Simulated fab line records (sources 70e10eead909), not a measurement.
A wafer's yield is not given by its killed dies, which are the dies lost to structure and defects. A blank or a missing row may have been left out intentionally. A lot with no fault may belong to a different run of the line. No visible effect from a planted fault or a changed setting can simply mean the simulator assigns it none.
Matching of chambers || flow nand harc || 4 sister chambers for NHARC_A_STAIRCASE_TRIM_196 on rie diel-09
The step chemistry O2, time 211.2 s. 4 wafers are shown with their chamber, then 8 later ones without.

## WAFERS, EACH WITH ITS CHAMBER
{"wafer": "L080.6", "chamber": 0, "showerhead plenum p Torr (Torr)": 3.76}
{"wafer": "L090.2", "chamber": 1, "showerhead plenum p Torr (Torr)": 3.39}
{"wafer": "L090.4", "chamber": 2, "showerhead plenum p Torr (Torr)": 3.62}
{"wafer": "L091.3", "chamber": 3, "showerhead plenum p Torr (Torr)": 3.42}

## WAFERS WITHOUT THEIR CHAMBER
{"wafer": "L091.5", "showerhead plenum p Torr (Torr)": 3.74}
{"wafer": "L091.6", "showerhead plenum p Torr (Torr)": 3.39}
{"wafer": "L092.3", "showerhead plenum p Torr (Torr)": 3.42}
{"wafer": "L092.5", "showerhead plenum p Torr (Torr)": 3.62}
{"wafer": "L092.6", "showerhead plenum p Torr (Torr)": 3.39}
{"wafer": "L096.1", "showerhead plenum p Torr (Torr)": 3.61}
{"wafer": "L096.2", "showerhead plenum p Torr (Torr)": 3.73}
{"wafer": "L096.3", "showerhead plenum p Torr (Torr)": 3.41}

## THE CHAMBER EACH PASSED THROUGH
{"wafer": "L091.5", "from the rows above": 0, "in truth": 0}
{"wafer": "L091.6", "from the rows above": 1, "in truth": 1}
{"wafer": "L092.3", "from the rows above": 3, "in truth": 3}
{"wafer": "L092.5", "from the rows above": 2, "in truth": 2}
{"wafer": "L092.6", "from the rows above": 1, "in truth": 1}
{"wafer": "L096.1", "from the rows above": 2, "in truth": 2}
{"wafer": "L096.2", "from the rows above": 0, "in truth": 0}
{"wafer": "L096.3", "from the rows above": "can't be placed: 3 or 1", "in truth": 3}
Correctly placed: 7 of 8. Can't be placed from these rows: 1 (the true chamber is among the candidates in 1). Placed wrongly: 0.
How it was worked out, from the rows above alone: a wafer's distance from a chamber is the root of the sum, over the readings, of the square of ((its reading less the chamber's mean) divided by the reading's scatter). If the next closest chamber is less than 2 further off than the closest, the wafer can't be placed; otherwise it belongs to the closest. The mean given for a chamber averages the wafers shown for that chamber. The scatter: with one shown wafer a chamber, the root of the mean of the squares of how far each hidden wafer lies from its nearest shown one.
